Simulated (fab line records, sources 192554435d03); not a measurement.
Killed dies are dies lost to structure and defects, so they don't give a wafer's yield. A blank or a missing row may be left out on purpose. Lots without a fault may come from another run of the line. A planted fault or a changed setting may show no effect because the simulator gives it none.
Split-lot experiment | flow n5_finfet | 7 lots, 21 wafers read, on a route of 1938 steps

THE SPLIT
At N5_ZERO_LAYER_COAT_05 (resist thk 1000 nm), the setting spin_rpm was moved away from the recipe's 1500 rpm on 5 of the 21 wafers read, by -10.3% to +9.5%. The other wafers ran this setting at the recipe's value.

The reading is taken at the split's own step.

THE READING
coat_of_ZERO_LAYER_COAT_05.thk_nm (the simulator's own value, which no gauge read), in nm, at N5_ZERO_LAYER_COAT_05 (resist thk 1000 nm). The file gives no usual value for it. The 16 wafers here that ran the recipe average 1001.6 nm, standard deviation 3.4 nm.

wafer  | tool, chamber at the split | spin_rpm as run, rpm | against the recipe | coat_of_ZERO_LAYER_COAT_05.thk_nm, nm | against lot-mates on the recipe
L074.2 | litho_track-03, 0          | 1500                 | recipe             | 1005                                  | -
L074.4 | litho_track-03, 0          | 1500                 | recipe             | 1005                                  | -
L074.5 | litho_track-03, 0          | 1500                 | recipe             | 1003                                  | -
L075.1 | litho_track-03, 0          | 1500                 | recipe             | 1002                                  | -
L075.2 | litho_track-03, 0          | 1500                 | recipe             | 1005                                  | -
L075.5 | litho_track-03, 0          | 1500                 | recipe             | 1006                                  | -
L079.1 | litho_track-03, 0          | 1548                 | +3.2%              | 990.3                                 | -15.7
L079.2 | litho_track-03, 0          | 1548                 | +3.2%              | 988.3                                 | -17.7
L079.4 | litho_track-03, 0          | 1500                 | recipe             | 1006                                  | -
L088.1 | litho_track-02, 0          | 1346                 | -10.3%             | 1055                                  | +59.5
L088.6 | litho_track-02, 0          | 1346                 | -10.3%             | 1055                                  | +59.5
L088.2 | litho_track-02, 0          | 1500                 | recipe             | 995.5                                 | -
L091.1 | litho_track-01, 0          | 1500                 | recipe             | 997.6                                 | -
L091.5 | litho_track-01, 0          | 1500                 | recipe             | 997.1                                 | -
L091.6 | litho_track-01, 0          | 1500                 | recipe             | 996.7                                 | -
L093.2 | litho_track-01, 0          | 1500                 | recipe             | 1000                                  | -
L093.3 | litho_track-01, 0          | 1500                 | recipe             | 1001                                  | -
L093.5 | litho_track-01, 0          | 1500                 | recipe             | 999.1                                 | -
L094.1 | litho_track-01, 0          | 1643                 | +9.5%              | 961.7                                 | -41.3
L094.2 | litho_track-01, 0          | 1500                 | recipe             | 1003                                  | -
L094.5 | litho_track-01, 0          | 1500                 | recipe             | 1003                                  | -

THE FIT
A straight line over all 21 wafers: coat_of_ZERO_LAYER_COAT_05.thk_nm changes by -4.82 nm for each +1% of spin_rpm; r = -0.98; the points scatter about the line by 3.7 nm.
The same after taking each lot's own level away (the mean of its wafers on the recipe; 21 wafers): -5.33 nm for each +1%; r = -0.99; scatter 2.6 nm.
On that fit, the largest move of spin_rpm shifts the reading by 55 nm.
The lots' own levels span 995.50 to 1006.00 nm, that is 3.1 times the standard deviation above.
So the lot-to-lot level changes the slope little: the two slopes agree.
Check: with one of the wafers moved furthest among these (-10.3%) left out of the fit, the line predicts +53.5 nm for it against its lot-mates. It came out at +59.5 nm against them.

THE WHOLE CHAIN: every reading that the file lists as answering this split, in the file's order
step                   | what it does       | reading                                                                            | change (the file's fit)              | r (the file's)
N5_ZERO_LAYER_COAT_05  | resist thk 1000 nm | coat_of_ZERO_LAYER_COAT_05.thk_nm (the simulator's own value, which no gauge read) | -5.13 nm for each +1% of the setting | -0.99
N5_ZERO_LAYER_STRIP_24 | strips in O2       | strip_time_to_endpoint_s                                                           | withheld for each +1% of the setting | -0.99

THE FILE'S OWN FIT
coat_of_ZERO_LAYER_COAT_05.thk_nm changes by -5.13 nm for each +1% of spin_rpm, r = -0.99.
